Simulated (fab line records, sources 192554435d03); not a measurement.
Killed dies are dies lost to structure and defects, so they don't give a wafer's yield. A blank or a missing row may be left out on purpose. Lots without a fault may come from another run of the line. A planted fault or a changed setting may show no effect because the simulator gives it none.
Chamber matching | flow n5_finfet | N5_BEOL_M9_ALD_74 on ald_metal-01: 4 sister chambers
The step deposits TaN, target thk 2 nm, pulse time 2 s, purge time 3 s. 4 wafers are shown with their chamber, then 10 later ones without.

WAFERS WITH THEIR CHAMBER
wafer  | chamber | heater_power_w (W)
L084.1 | 2       | 423
L084.2 | 3       | 350
L084.6 | 1       | 453
L088.5 | 0       | 383

WAFERS WITHOUT THEIR CHAMBER
wafer  | heater_power_w (W)
L088.6 | 353
L089.1 | 357
L089.4 | 446
L089.6 | 444
L091.1 | 426
L091.2 | 380
L091.3 | 443
L090.2 | 413
L090.3 | 389
L090.6 | 363

WHICH CHAMBER EACH WENT THROUGH
wafer  | from the rows above     | in truth
L088.6 | 3                       | 3
L089.1 | 3                       | 3
L089.4 | 1                       | 1
L089.6 | can't be placed: 1 or 2 | 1
L091.1 | 2                       | 2
L091.2 | 0                       | 0
L091.3 | can't be placed: 1 or 2 | 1
L090.2 | 2                       | 2
L090.3 | 0                       | 0
L090.6 | can't be placed: 3 or 0 | 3
Placed correctly: 7 of 10. Can't be placed from these rows: 3 (the true chamber is among the candidates in 3). Placed wrongly: 0.
How it was worked out, from the rows above alone: a wafer's distance from a chamber is the root of the sum, over the readings, of the square of ((its reading less the chamber's mean) divided by the reading's scatter). The wafer belongs to the nearest chamber; if the next one is less than 2 further off, it can't be placed. A chamber's mean is the mean of its shown wafers. The scatter: with one shown wafer a chamber, the root of the mean of the squares of how far each hidden wafer lies from its nearest shown one.
